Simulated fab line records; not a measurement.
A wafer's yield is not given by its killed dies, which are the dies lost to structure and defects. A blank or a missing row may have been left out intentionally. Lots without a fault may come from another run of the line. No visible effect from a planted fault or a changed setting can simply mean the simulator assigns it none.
fab line records + flow nand_harc
[record]
- lots = 11
- wafers = 33
- last_day = 34
route steps=1302 shown A_CHANNEL_HOLE_D2@586 A_CHANNEL_FILL_D2@615
lots untouched by any fault: they come from a run of this same line in which no faults occurred
start_h: hours from the record's first day to the start of the lot's first wafer shown + wait_h: time in hours since the lot's previous step + " the same as in the row above + L1.1+2: several wafers, shown together as one row + - value missing, or start not given + * or withheld: withheld + < > ~ a bound
route shown NAME@n: names a module that has steps shown in the file, with the first one's number in the route + usual: mean/standard deviation taken from wafers without a fault + same: alike in all rows + chamber/n: place in a boat + sites: per-site readings + _std_site: their standard deviation + _edge_site: the outer-site mean with the inner-site mean subtracted + radius_mm: for every site, how far away it sits from the centre of the wafer + mask NAME#n: copy n + behind: the most recent tool/chamber to have shaped the wafer + hold: why the lot was held/for how many hours/how that ended + device: which transistor (n, p or np) failed to switch + end of line: tests of these same wafers at the route's end + a step given without rows: its recipe and nothing more + killed: the dies lost at the first sort to structure and to defects; this is not the yield of the wafer + map: a wafer's dies, marking killed ones x, the rest . and places with no die _
set.NAME: the run value of the setting; set.NAME@STEP: its run value at that earlier step + model.NAME: the simulator's own value behind a step, which no gauge read
the route's steps for a sample of lots (tables are steps, rows are wafers)
services: the hour from which a tool's chamber was out of use, counted from the record's first day as start_h (under 0 if before that day), plus the number of hours and why
[[steps]]
[step NHARC_A_CHANNEL_HOLE_D2_ETCH_38]
[recipe]
- target_depth_a = 390
- over_etch_frac = 0.3
- time_s = 65
- ion_energy_ev = 80
- cf4_flow_sccm = 150
- ar_flow_sccm = 0
- rf_w = 300
- bias_w = 100
- chemistry = CF4
[usual]
- bias_w = 99.99/0.25
- cf4_flow_sccm = 150.0/0.43
- drypump_motor_current_A = 5.7/0.59
- oes_product_au = 1.001/0.0094
- rf_fwd_power_W = 296.7/1.3
- rf_vpp_V = 151.2/1.2
- showerhead_plenum_p_Torr = 1.77/0.066
- throttle_valve_pct = 13.284/0.0096
[same]
- time_s = 65
| lot.wafer | tool        | chamber | start_h | wait_h | bias_w | cf4_flow_sccm | drypump_motor_current_A | oes_product_au | rf_fwd_power_W | rf_hours_counter_h | rf_vpp_V | showerhead_plenum_p_Torr | throttle_valve_pct |
|-----------|-------------|---------|---------|--------|--------|---------------|-------------------------|----------------|----------------|--------------------|----------|--------------------------|--------------------|
| L737.4    | rie_diel-06 | 2       | 299.09  | 0.1    | 100.43 | 150.5         | 6.2                     | 1.004          | 298.6          | 10.5               | 149.8    | 1.68                     | 13.278             |
| L737.6    | "           | 1       | "       | "      | 100.23 | 150.8         | 4.9                     | 0.996          | 295.9          | -                  | 150.5    | 1.78                     | 13.298             |
| L737.5    | "           | 2       | "       | "      | 100.62 | 150.5         | 6.2                     | 1.009          | 299.5          | -                  | 151.2    | 1.69                     | 13.290             |
| L736.1    | rie_diel-11 | 2       | 299.24  | 0.1    | 100.12 | 149.5         | 5.4                     | 0.992          | 296.5          | 0.9                | 150.2    | 1.71                     | 13.283             |
| L736.2    | "           | 3       | "       | "      | 100.12 | 151.0         | 5.8                     | 1.016          | 297.8          | 0.9                | 150.0    | 1.67                     | 13.280             |
| L736.4    | "           | 0       | "       | "      | 100.04 | 149.4         | 5.7                     | 1.002          | 296.3          | 0.9                | 151.9    | 1.87                     | 13.295             |
| L744.1    | rie_diel-11 | 0       | 370.24  | 0.1    | 99.71  | 149.9         | 5.7                     | 0.989          | 296.5          | 4.5                | 152.7    | 1.87                     | 13.281             |
| L744.3    | "           | 2       | "       | "      | 100.12 | 150.3         | 5.4                     | 0.988          | 298.6          | 4.5                | 149.2    | 1.71                     | 13.270             |
| L744.5    | "           | 3       | "       | "      | 99.92  | 149.4         | 5.8                     | 1.015          | 295.7          | -                  | 149.1    | 1.67                     | 13.283             |
| L746.2    | rie_diel-11 | 2       | 407.68  | 0.1    | 100.01 | 151.0         | 5.4                     | 1.000          | 297.4          | 6.6                | 151.0    | 1.70                     | 13.281             |
| L746.4    | "           | 3       | "       | "      | 99.97  | 150.2         | 5.7                     | 1.007          | 293.9          | 6.9                | 150.0    | 1.67                     | 13.282             |
| L746.6    | "           | 3       | "       | "      | 99.43  | 150.4         | 5.7                     | 1.023          | 294.4          | -                  | 150.0    | 1.67                     | 13.277             |
| L751.2    | rie_diel-06 | 1       | 443.23  | 0.1    | 100.27 | 150.0         | 4.9                     | 1.001          | 296.6          | 7.5                | 152.3    | 1.78                     | 13.293             |
| L751.1    | "           | 2       | "       | "      | 99.39  | 150.2         | 6.2                     | 1.005          | 297.8          | 5.2                | 150.4    | 1.68                     | 13.266             |
| L751.4    | "           | 3       | "       | "      | 99.63  | 150.0         | 4.8                     | 0.994          | 297.6          | 6.3                | 152.6    | 1.82                     | 13.275             |
| L750.2    | rie_diel-09 | 0       | 444.02  | 0.1    | 100.12 | 149.8         | 6.5                     | 1.000          | 298.0          | 5.8                | 150.9    | 1.72                     | 13.304             |
| L750.6    | "           | 0       | "       | "      | 99.57  | 149.9         | 6.5                     | 1.009          | 298.4          | -                  | 150.3    | 1.72                     | 13.279             |
| L750.5    | "           | 1       | "       | "      | 99.78  | 150.0         | 6.1                     | 1.018          | 295.8          | -                  | 152.4    | 1.79                     | 13.286             |
| L752.3    | rie_diel-11 | 3       | 454.37  | 0.1    | 99.53  | 149.5         | 5.8                     | 1.006          | 294.6          | 0.5                | 151.6    | 1.67                     | 13.283             |
| L752.6    | "           | 0       | "       | "      | 100.18 | 149.6         | 5.7                     | 0.998          | 294.9          | -                  | 152.5    | 1.87                     | 13.279             |
| L752.5    | "           | 1       | "       | "      | 99.86  | 149.5         | 4.8                     | 0.998          | 299.3          | -                  | 151.9    | 1.87                     | 13.279             |
| L754.2    | rie_diel-09 | 0       | 476.09  | 0.1    | 100.18 | 149.6         | 6.5                     | 1.003          | 298.0          | 7.7                | 149.5    | 1.72                     | 13.292             |
| L754.3    | "           | 2       | "       | "      | 99.87  | 150.2         | 6.4                     | 1.000          | 296.3          | 5.8                | 151.9    | 1.78                     | 13.265             |
| L754.1    | "           | 3       | "       | "      | 99.78  | 149.5         | 5.4                     | 1.004          | 296.2          | 7.2                | 151.6    | 1.75                     | 13.285             |
| L756.3    | rie_diel-09 | 1       | 492.98  | 0.1    | 99.73  | 150.4         | 6.1                     | 1.001          | 295.7          | 6.7                | 151.5    | 1.79                     | 13.261             |
| L756.5    | "           | 1       | "       | "      | 100.01 | 150.4         | 6.1                     | 1.004          | 296.2          | -                  | 150.3    | 1.79                     | 13.307             |
| L756.6    | "           | 2       | "       | "      | 99.55  | 150.0         | 6.4                     | 0.991          | 296.7          | -                  | 153.3    | 1.78                     | 13.292             |
| L757.2    | rie_diel-11 | 0       | 521.89  | 0.1    | 99.79  | 149.7         | 5.7                     | 0.983          | 294.4          | 3.8                | 153.7    | 1.87                     | 13.277             |
| L757.1    | "           | 2       | "       | "      | 100.04 | 150.1         | 5.4                     | 0.987          | 298.2          | 3.0                | 150.3    | 1.70                     | 13.296             |
| L757.6    | "           | 1       | "       | "      | 100.14 | 149.3         | 4.8                     | 0.990          | 296.9          | -                  | 153.0    | 1.87                     | 13.280             |
| L759.3    | rie_diel-09 | 2       | 522.04  | 0.1    | 100.04 | 149.8         | 6.5                     | 0.986          | 295.8          | 0.0                | 150.0    | 1.78                     | 13.281             |
| L759.4    | "           | 0       | "       | "      | 99.81  | 150.1         | 6.5                     | 1.004          | 297.1          | 0.7                | 150.1    | 1.72                     | 13.291             |
| L759.5    | "           | 3       | "       | "      | 100.14 | 149.2         | 5.4                     | 1.002          | 296.4          | -                  | 150.3    | 1.75                     | 13.268             |
[step NHARC_A_CHANNEL_HOLE_D2_ETCH_22]
[recipe]
- bias_v = 3000
- source_w = withheld
- pressure_mtorr = 20
- time_s = 666.7
- ar_flow_sccm = 375
- c4f8_flow_sccm = 89.3
- o2_flow_sccm = 35.7
- temp_c = -20
- target_depth_a = 16000
- chemistry = C4F8/O2/Ar
[usual]
- drypump_motor_current_A = 5.6/0.44
- showerhead_plenum_p_Torr = 3.66/0.052
- throttle_valve_pct = 32.155/0.008
[same]
- time_s = 666.7
| lot.wafer | tool        | chamber | start_h | wait_h | drypump_motor_current_A | rf_hours_counter_h | showerhead_plenum_p_Torr | throttle_valve_pct |
|-----------|-------------|---------|---------|--------|-------------------------|--------------------|--------------------------|--------------------|
| L736.1    | har_etch-01 | 1       | 301.32  | 0.4    | 5.1                     | 153                | 3.62                     | 32.153             |
| L736.2    | "           | 0       | "       | "      | 5.7                     | 153                | 3.70                     | 32.168             |
| L736.4    | "           | 0       | "       | "      | 5.7                     | -                  | 3.70                     | 32.157             |
| L737.4    | har_etch-02 | 0       | 301.34  | 0.4    | 6.3                     | -                  | 3.73                     | 32.157             |
| L737.5    | "           | 1       | "       | "      | 5.4                     | -                  | 3.73                     | 32.170             |
| L737.6    | "           | 0       | "       | "      | 6.3                     | -                  | 3.73                     | 32.162             |
| L744.1    | har_etch-02 | 0       | 372.28  | 0.4    | 6.4                     | 410                | 3.70                     | 32.158             |
| L744.3    | "           | 0       | "       | "      | 6.3                     | -                  | 3.70                     | 32.148             |
| L744.5    | "           | 0       | "       | "      | 6.3                     | -                  | 3.70                     | 32.142             |
| L746.2    | har_etch-02 | 0       | 413.60  | 0.4    | 6.3                     | 8                  | 3.70                     | 32.146             |
| L746.4    | "           | 0       | "       | "      | 6.3                     | -                  | 3.70                     | 32.152             |
| L746.6    | "           | 0       | "       | "      | 6.3                     | -                  | 3.70                     | 32.147             |
| L751.2    | har_etch-01 | 1       | 445.19  | 0.4    | 5.1                     | 233                | 3.57                     | 32.152             |
| L751.1    | "           | 0       | "       | "      | 5.7                     | 233                | 3.65                     | 32.162             |
| L751.4    | "           | 1       | "       | "      | 5.1                     | -                  | 3.57                     | 32.156             |
| L750.2    | har_etch-02 | 1       | 445.98  | 0.4    | 5.4                     | 28                 | 3.69                     | 32.144             |
| L750.5    | "           | 1       | "       | "      | 5.4                     | -                  | 3.69                     | 32.170             |
| L750.6    | "           | 0       | "       | "      | 6.3                     | -                  | 3.69                     | 32.149             |
| L752.3    | har_etch-01 | 0       | 459.64  | 0.4    | 5.7                     | -                  | 3.65                     | 32.155             |
| L752.5    | "           | 0       | "       | "      | 5.7                     | -                  | 3.65                     | 32.162             |
| L752.6    | "           | 1       | "       | "      | 5.1                     | -                  | 3.57                     | 32.161             |
| L754.1    | har_etch-01 | 1       | 480.98  | 0.4    | 5.1                     | 260                | 3.56                     | 32.150             |
| L754.2    | "           | 0       | "       | "      | 5.7                     | 260                | 3.64                     | 32.145             |
| L754.3    | "           | 1       | "       | "      | 5.1                     | -                  | 3.56                     | 32.143             |
| L756.3    | har_etch-02 | 0       | 495.12  | 0.4    | 6.3                     | -                  | 3.67                     | 32.157             |
| L756.5    | "           | 0       | "       | "      | 6.3                     | -                  | 3.67                     | 32.148             |
| L756.6    | "           | 1       | "       | "      | 5.4                     | -                  | 3.67                     | 32.156             |
| L757.1    | har_etch-01 | 0       | 523.87  | 0.4    | 5.6                     | 279                | 3.63                     | 32.171             |
| L757.2    | "           | 1       | "       | "      | 5.1                     | 279                | 3.55                     | 32.151             |
| L757.6    | "           | 1       | "       | "      | 5.1                     | -                  | 3.55                     | 32.155             |
| L759.4    | har_etch-02 | 1       | 524.20  | 0.4    | 5.4                     | -                  | 3.66                     | 32.156             |
| L759.3    | "           | 0       | "       | "      | 6.3                     | -                  | 3.66                     | 32.158             |
| L759.5    | "           | 0       | "       | "      | 6.3                     | -                  | 3.66                     | 32.159             |
[step NHARC_A_CHANNEL_FILL_D2_ALD_15]
[recipe]
- target_thk_a = 20
- pulse_time_s = 60
- ald_cycles = 19
- temp_c = 630
- pressure_torr = 2
- material = SiNx
[usual]
- ald_cycles = 19/0
- precursor_pulse_height_rel = 1.000/0.019
| lot.wafer | tool             | chamber | start_h | wait_h | ald_cycles | precursor_pulse_height_rel |
|-----------|------------------|---------|---------|--------|------------|----------------------------|
| L736.1    | ald_sin_batch-01 | 0       | 316.28  | -      | 19         | 1.013                      |
| L736.2    | "                | 0       | "       | "      | 19         | 0.991                      |
| L736.4    | "                | 0       | "       | "      | 19         | 1.007                      |
| L737.4    | ald_sin_batch-01 | 0       | 316.28  | -      | 19         | 0.971                      |
| L737.5    | "                | 0       | "       | "      | 19         | 1.010                      |
| L737.6    | "                | 0       | "       | "      | 19         | 0.994                      |
| L744.1    | ald_sin_batch-02 | 0       | 386.76  | -      | 19         | 0.989                      |
| L744.3    | "                | 0       | "       | "      | 19         | 1.001                      |
| L744.5    | "                | 0       | "       | "      | 19         | 1.035                      |
| L746.2    | ald_sin_batch-01 | 0       | 428.66  | -      | 19         | 0.995                      |
| L746.4    | "                | 0       | "       | "      | 19         | 1.033                      |
| L746.6    | "                | 0       | "       | "      | 19         | 0.985                      |
| L750.2    | ald_sin_batch-02 | 0       | 460.41  | -      | 19         | 0.997                      |
| L750.5    | "                | 0       | "       | "      | 19         | 1.009                      |
| L750.6    | "                | 0       | "       | "      | 19         | 0.996                      |
| L751.1    | ald_sin_batch-02 | 0       | 460.41  | -      | 19         | 0.999                      |
| L751.2    | "                | 0       | "       | "      | 19         | 1.009                      |
| L751.4    | "                | 0       | "       | "      | 19         | 1.006                      |
| L752.3    | ald_sin_batch-01 | 0       | 474.56  | -      | 21         | 0.993                      |
| L752.5    | "                | 0       | "       | "      | 21         | 1.006                      |
| L752.6    | "                | 0       | "       | "      | 21         | 0.991                      |
| L754.1    | ald_sin_batch-01 | 0       | 496.72  | -      | 21         | 0.990                      |
| L754.2    | "                | 0       | "       | "      | 21         | 1.020                      |
| L754.3    | "                | 0       | "       | "      | 21         | 0.975                      |
| L756.3    | ald_sin_batch-02 | 0       | 510.14  | -      | 19         | 1.003                      |
| L756.5    | "                | 0       | "       | "      | 19         | 1.026                      |
| L756.6    | "                | 0       | "       | "      | 19         | 0.961                      |
| L757.1    | ald_sin_batch-03 | 0       | 539.01  | -      | 19         | 0.986                      |
| L757.2    | "                | 0       | "       | "      | 19         | 1.031                      |
| L757.6    | "                | 0       | "       | "      | 19         | 0.990                      |
| L759.3    | ald_sin_batch-03 | 0       | 539.01  | -      | 19         | 0.962                      |
| L759.4    | "                | 0       | "       | "      | 19         | 0.977                      |
| L759.5    | "                | 0       | "       | "      | 19         | 0.994                      |
[step NHARC_A_CHANNEL_FILL_D2_ETCHBACK_20]
[recipe]
- target_depth_a = 270
- time_s = 13.5
- c4f8_flow_sccm = withheld
- o2_flow_sccm = 8
- ar_flow_sccm = withheld
- rf_w = 600
- bias_w = 1500
- chemistry = C4F8/O2/Ar
[usual]
- bias_w = 1500/4.6
- oes_product_au = 0.985/0.019
- rf_fwd_power_W = 587.0/2.3
- rf_vpp_V = 974/4.7
[same]
- time_s = 13.5
| lot.wafer | tool        | chamber | start_h | wait_h | bias_w | oes_product_au | rf_fwd_power_W | rf_hours_counter_h | rf_vpp_V |
|-----------|-------------|---------|---------|--------|--------|----------------|----------------|--------------------|----------|
| L737.4    | rie_diel-01 | 1       | 330.37  | -      | 1507   | 1.003          | 584.6          | 18                 | 980      |
| L737.5    | "           | 1       | "       | "      | 1497   | 0.995          | 585.7          | -                  | 979      |
| L737.6    | "           | 2       | "       | "      | 1500   | 0.998          | 583.9          | -                  | 972      |
| L736.4    | rie_diel-02 | 1       | 330.38  | -      | 1498   | 0.978          | 587.6          | 4                  | 972      |
| L736.2    | "           | 2       | "       | "      | 1496   | 0.990          | 587.3          | 4                  | 971      |
| L736.1    | "           | 3       | "       | "      | 1509   | 0.960          | 590.6          | 4                  | 976      |
| L744.1    | rie_diel-05 | 1       | 403.45  | -      | 1493   | 0.993          | 583.1          | 4                  | 967      |
| L744.3    | "           | 2       | "       | "      | 1506   | 1.010          | 583.1          | 4                  | 980      |
| L744.5    | "           | 0       | "       | "      | 1495   | 0.983          | 586.4          | -                  | 970      |
| L746.4    | rie_diel-02 | 0       | 442.77  | -      | 1496   | 0.994          | 587.1          | 1                  | 971      |
| L746.2    | "           | 1       | "       | "      | 1501   | 0.995          | 588.6          | 1                  | 972      |
| L746.6    | "           | 0       | "       | "      | 1507   | 1.002          | 587.3          | -                  | 972      |
| L751.4    | rie_diel-02 | 0       | 477.53  | -      | 1503   | 0.919          | 588.1          | 2                  | 972      |
| L751.2    | "           | 1       | "       | "      | 1496   | 0.921          | 591.2          | 2                  | 972      |
| L751.1    | "           | 3       | "       | "      | 1504   | 0.915          | 589.3          | 2                  | 977      |
| L750.2    | rie_diel-05 | 3       | 477.54  | -      | 1507   | 0.982          | 584.2          | 1                  | 987      |
| L750.6    | "           | 2       | "       | "      | 1498   | 0.989          | 587.1          | -                  | 979      |
| L750.5    | "           | 3       | "       | "      | 1508   | 0.981          | 587.7          | -                  | 983      |
| L752.3    | rie_diel-02 | 0       | 488.61  | -      | 1501   | 0.982          | 586.4          | 2                  | 975      |
| L752.5    | "           | 3       | "       | "      | 1508   | 0.979          | 588.7          | -                  | 975      |
| L752.6    | "           | 0       | "       | "      | 1511   | 0.986          | 586.5          | -                  | 972      |
| L754.2    | rie_diel-02 | 0       | 510.88  | -      | 1502   | 0.957          | 585.9          | 2                  | 973      |
| L754.3    | "           | 1       | "       | "      | 1507   | 0.963          | 589.5          | 3                  | 971      |
| L754.1    | "           | 2       | "       | "      | 1502   | 0.955          | 588.2          | 2                  | 970      |
| L756.3    | rie_diel-01 | 3       | 524.40  | -      | 1501   | 0.998          | 585.1          | 20                 | 977      |
| L756.6    | "           | 1       | "       | "      | 1505   | 1.001          | 583.2          | -                  | 979      |
| L756.5    | "           | 2       | "       | "      | 1497   | 1.007          | 583.2          | -                  | 971      |
| L759.4    | rie_diel-05 | 3       | 553.06  | -      | 1504   | 0.991          | 586.4          | 4                  | 985      |
| L759.3    | "           | 2       | "       | "      | 1502   | 0.996          | 585.4          | 4                  | 979      |
| L759.5    | "           | 3       | "       | "      | 1510   | 0.994          | 586.0          | -                  | 985      |
| L757.2    | rie_diel-02 | 2       | 553.06  | -      | 1496   | 0.967          | 587.7          | 4                  | 970      |
| L757.1    | "           | 0       | "       | "      | 1498   | 0.956          | 583.4          | 4                  | 972      |
| L757.6    | "           | 3       | "       | "      | 1501   | 0.956          | 588.6          | -                  | 977      |
[[services]]
| tool             | chamber | start_h | hours | kind   |
|------------------|---------|---------|-------|--------|
| ald_sin_batch-02 | -       | 280.97  | 2.2   | repair |
| rie_diel-09      | 3       | 302.88  | 4.0   | repair |
| rie_diel-11      | -       | 308.19  | 0.2   | repair |
| rie_diel-09      | -       | 320.10  | 9.0   | pm     |
| rie_diel-11      | 1       | 327.54  | 19.9  | repair |
| rie_diel-05      | 1       | 336.31  | 4.2   | repair |
| rie_diel-02      | 3       | 367.00  | 4.6   | repair |
| rie_diel-05      | 2       | 371.61  | 6.5   | repair |
| rie_diel-09      | 2       | 376.29  | 6.3   | repair |
| har_etch-02      | -       | 377.00  | 17.0  | pm     |
| rie_diel-09      | 0       | 380.55  | 5.1   | repair |
| rie_diel-09      | -       | 389.95  | 12.7  | repair |
| rie_diel-02      | -       | 393.74  | 9.0   | pm     |
| rie_diel-11      | 2       | 394.70  | 2.8   | repair |
| rie_diel-11      | 0       | 420.12  | 22.7  | repair |
| rie_diel-11      | -       | 432.50  | 9.0   | pm     |
| rie_diel-09      | 2       | 447.16  | 8.6   | repair |
| rie_diel-02      | 3       | 454.89  | 4.2   | repair |
| ald_sin_batch-02 | -       | 473.50  | 6.5   | repair |
| rie_diel-11      | 1       | 474.23  | 6.2   | repair |
| rie_diel-09      | -       | 497.13  | 9.0   | pm     |
| rie_diel-02      | 0       | 497.90  | 3.0   | repair |
| ald_sin_batch-01 | -       | 506.00  | 26.0  | pm     |
| rie_diel-09      | 0       | 535.80  | 127.6 | repair |
[[key]]
[first_sign]
- step = NHARC_A_CHANNEL_FILL_D2_ALD_15
- reading = ald_cycles
- direction = up
- sigmas = 99+
- usual = 19
- struck = 21
effect none on later readings
met_at NHARC_A_CHANNEL_FILL_D2_ALD_15
struck_lots L752,L754
tester_left_out L752,L754
not_acting_at NHARC_A_CHANNEL_HOLE_D2_ETCH_38,NHARC_A_CHANNEL_HOLE_D2_ETCH_22,NHARC_A_CHANNEL_FILL_D2_ETCHBACK_20
onset_between 428.66 474.56
[fault]
- kind = process_parameter_drift
- tool = ald_sin_batch-01
- chamber = -
- onset_h = 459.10
- steps = NHARC_A_CHANNEL_FILL_D2_ALD_15
- channel = ald_cycles
- offset = 2
- shape = step
- end_h = 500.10
- acts_in = these_recipes_only
- stated = 19
// tester_left_out: of these lots the tester's yield and bins aren't shown, on N5 and GAA mostly nor the transistor test; their killed dies are dies lost to structure and defects alone, not to doping, threshold or leakage, so they don't give the yield
